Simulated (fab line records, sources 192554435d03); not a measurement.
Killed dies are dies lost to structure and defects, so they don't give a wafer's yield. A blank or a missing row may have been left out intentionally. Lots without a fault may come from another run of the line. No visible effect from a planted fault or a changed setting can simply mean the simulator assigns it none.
Matching of chambers -- flow n5Finfet -- 3 sister chambers for N5_BEOL_M4_PECVD_72 on pecvd-02
The step deposits SiO2 from TEOS/O2, target thk 16 nm, time 18 s. 20 wafers are shown with their chamber, then 10 later ones without.

WAFERS PAIRED WITH THEIR CHAMBERS
wafer,chamber,showerheadPlenumPTorr (Torr),throttleValvePct (%),heaterPowerW (W)
L077.1,1,8.62,24.2,691
L077.2,0,8.87,21.6,716
L077.3,2,8.82,20.8,849
L077.4,2,8.82,20.6,858
L077.5,1,8.64,24.1,681
L077.6,0,8.88,21.8,722
L084.2,1,8.63,24.2,760
L084.4,1,8.62,24.1,743
L084.5,1,8.64,24.0,739
L086.4,1,8.63,24.0,786
L086.5,0,8.86,22.2,723
L086.6,2,8.79,19.3,860
L090.2,2,8.80,19.6,818
L090.3,1,8.65,24.0,746
L090.4,2,8.79,19.5,807
L089.1,1,8.64,24.1,781
L089.3,2,8.78,19.6,862
L089.5,2,8.79,19.6,876
L091.1,0,8.87,22.1,729
L091.5,0,8.90,22.2,720

SIGNATURES (averages over the wafers above)
reading,chamber 0,chamber 1,chamber 2,scatter within a chamber
showerheadPlenumPTorr,8.8760,8.6338,8.7986,0.0137
throttleValvePct,21.980,24.087,19.857,0.377
heaterPowerW,722.00,740.88,847.14,28.7
Rule: for a wafer and a chamber, the distance is found by dividing, reading by reading, the gap between the wafer's reading and the chamber's mean by the reading's scatter, squaring, summing and taking the root. The wafer belongs to the nearest chamber; if the next one is less than 2 further off, it can't be placed. How the scatter is found: for the shown wafers, subtract from each reading the mean of its chamber, square and add these, divide the total by (wafers less chambers), then take the root.

WAFERS WITH NO CHAMBER GIVEN
wafer,showerheadPlenumPTorr (Torr),throttleValvePct (%),heaterPowerW (W)
L091.6,8.63,24.1,776
L096.1,8.83,19.5,809
L096.3,8.89,22.1,773
L096.5,8.64,23.8,707
L095.3,8.78,19.7,717
L095.5,8.80,19.6,698
L095.6,8.87,22.0,710
L097.2,8.64,24.3,795
L097.3,8.86,22.4,751
L097.4,8.88,21.9,756

THE CHAMBER EACH PASSED THROUGH
wafer,from the rows above,in truth
L091.6,1,1
L096.1,2,2
L096.3,0,0
L096.5,1,1
L095.3,2,2
L095.5,2,2
L095.6,0,0
L097.2,1,1
L097.3,0,0
L097.4,0,0
Correct placement for 10 of the 10. Can't be placed from these rows: 0. Number placed wrongly: 0.
